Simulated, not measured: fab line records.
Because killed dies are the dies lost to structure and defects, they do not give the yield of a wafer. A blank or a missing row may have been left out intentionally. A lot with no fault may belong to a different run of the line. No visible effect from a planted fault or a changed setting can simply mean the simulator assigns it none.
Which tool was responsible?    flow n5_finfet    6 lots, 17 wafers sampled, at 1 step of a route of 1938

== WHAT EACH GAUGE READ, for each wafer ==
N5_BEOL_M9_OVL_MEAS_12.
lot   measured      on          M9_OVL (nm)
L961  day 10 08:35  overlay-02  1.6 0.3 1.9
L963  day 11 06:18  overlay-01  0.4 0.7 0.3
L966  day 12 08:16  overlay-02  0.7 0.2 1.9
L967  day 12 15:14  overlay-02  0.7 0.8
L969  day 13 10:54  overlay-02  0.5 0.5 0.4
L978  day 15 18:33  overlay-01  1.6 0.2 0.3

== WHAT TOOL EACH LOT RAN ON (gives the tool, then ch and the chambers of the sampled wafers, and finally the start) ==
Before these readings, the record contains no process step.

== THE ANSWER, worked out from the rows above alone ==
Rule: usual is defined by the lots themselves. Put in order of their means at a reading, lots are off if they are a third of the lots or fewer, leave a main group of 4 or more, and stand apart from it by a gap of 3 or more times the standard deviation of the main group's means; of several such gaps the widest counts. A main group is skipped when, at the precision printed for the reading in the tables above, its means are all equal. A lot without any number at a reading at which 4 lots or more have one is off too. The other lots that the step has rows for count as sound.
No lot is off on any of the readings shown, so nothing can be concluded from this.

== WHAT THE SIMULATOR PUT IN ==
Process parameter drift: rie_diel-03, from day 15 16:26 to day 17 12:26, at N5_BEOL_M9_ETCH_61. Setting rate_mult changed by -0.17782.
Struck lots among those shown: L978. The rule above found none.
